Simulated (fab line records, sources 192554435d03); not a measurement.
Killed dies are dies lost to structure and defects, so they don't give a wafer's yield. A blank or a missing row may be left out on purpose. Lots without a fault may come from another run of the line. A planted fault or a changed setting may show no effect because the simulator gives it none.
Problem report in the 8D (eight disciplines) form, filled by code | flow n5_finfet | the parts of the form that need people (team, actions taken, sign-off) are left out

1. THE PROBLEM
killed_at_M0_to_M3 at N5_PASSIVATION_PROBE_49 reads a mean of 168 on 2 wafers of 2 lots; wafers without a fault read 35 with a standard deviation of 10. That is +13 standard deviations from the usual mean.
First seen on wafer L553.3, day 15 05:44, on prober-02. The record holds 6 wafers of 2 lots with a number at this step. Rule for "out", or "out of limits": more than 4 standard deviations from the usual mean. The other wafers with a number count as sound.

2. WHAT IT IS AND WHAT IT IS NOT
question                    | is                                                                                                      | is not
which readings at this step | killed_at_M0_to_M3, defect_limited_yield, killed_dies, sort_bin_5_function, sort_n_pass, sort_yield_pct | killed_at_contacts, killed_at_front_end, killed_at_other, killed_open, killed_short
which lots                  | L553, L554                                                                                              | -
which wafers of those lots  | L553.3, L554.4                                                                                          | L553.4, L553.6, L554.1, L554.6
read on which tools         | prober-02                                                                                               | -
when                        | from day 15 05:44                                                                                       | up to then (0 sound wafers); but 4 sound wafers of L553, L554 came after

3. SUSPECTS, AND WHAT RULES EACH OUT
Counting: a tool at a process step up to the reading stays a suspect if it ran every lot that is out. Sound lots after the first of them don't rule it out here, since some wafers of a struck lot are sound.
- pvd_sputter-02 at N5_BEOL_M1_SPUTTER_92 (material Cu, target thk 4.5 nm, time 8.29 s): kept. It ran every lot that is out, first L553 (day 9 16:49).
- prober-02 at N5_PASSIVATION_PROBE_49: kept. It ran every lot that is out, first L553 (day 15 05:44). Its own readings are out on those wafers: defect_limited_yield, killed_at_M0_to_M3, killed_dies, sort_bin_5_function, sort_n_pass, sort_yield_pct.
Left after counting: pvd_sputter-02 at N5_BEOL_M1_SPUTTER_92, prober-02 at N5_PASSIVATION_PROBE_49.

4. THE CAUSE (what the simulator had put in)
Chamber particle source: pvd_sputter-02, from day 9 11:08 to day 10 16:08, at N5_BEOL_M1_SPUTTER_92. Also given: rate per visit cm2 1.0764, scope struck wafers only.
Counting left 2 suspects, and this tool is among them.

5. THE CHAIN OF EFFECTS, in route order
Each row: a reading whose mean over the struck wafers that have a number lies more than 3 standard deviations from the usual. Only readings for which the record gives a usual standard deviation are gone through. hours: the time from each lot's start at the first step in this table that gives one to its start at this step, as a median over the lots. sigmas: the change in usual standard deviations.
hours | step                    | reading              | usual  | on struck wafers | change | sigmas
0     | N5_PASSIVATION_PROBE_49 | defect_limited_yield | 91.3 % | 78.7             | -12.6  | -8.4
0     | N5_PASSIVATION_PROBE_49 | killed_at_M0_to_M3   | 35     | 168              | +133   | +13
0     | N5_PASSIVATION_PROBE_49 | killed_dies          | 102    | 252              | +150   | +8.3
0     | N5_PASSIVATION_PROBE_49 | sort_bin_5_function  | 5.1 %  | 13.4             | +8.3   | +8.2
0     | N5_PASSIVATION_PROBE_49 | sort_n_pass          | 1078   | 928              | -150   | -8.3
0     | N5_PASSIVATION_PROBE_49 | sort_yield_pct       | 91.3 % | 78.7             | -12.6  | -8.4
The process steps in it:
- N5_PASSIVATION_PROBE_49

6. WHAT WOULD HAVE CAUGHT IT SOONER
In this record the first reading out of limits was taken at day 15 05:44, 139 hours after the fault began at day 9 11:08.
Of the tool readings at N5_BEOL_M1_SPUTTER_92 for which the record gives a usual standard deviation, none was out on any struck wafer, so an alarm limit of 4 standard deviations on them would not have fired.
All the lots that are out (2) had begun N5_BEOL_M1_SPUTTER_92 on pvd_sputter-02 by day 15 05:44. A hold on the tool at that time would have spared none of them.
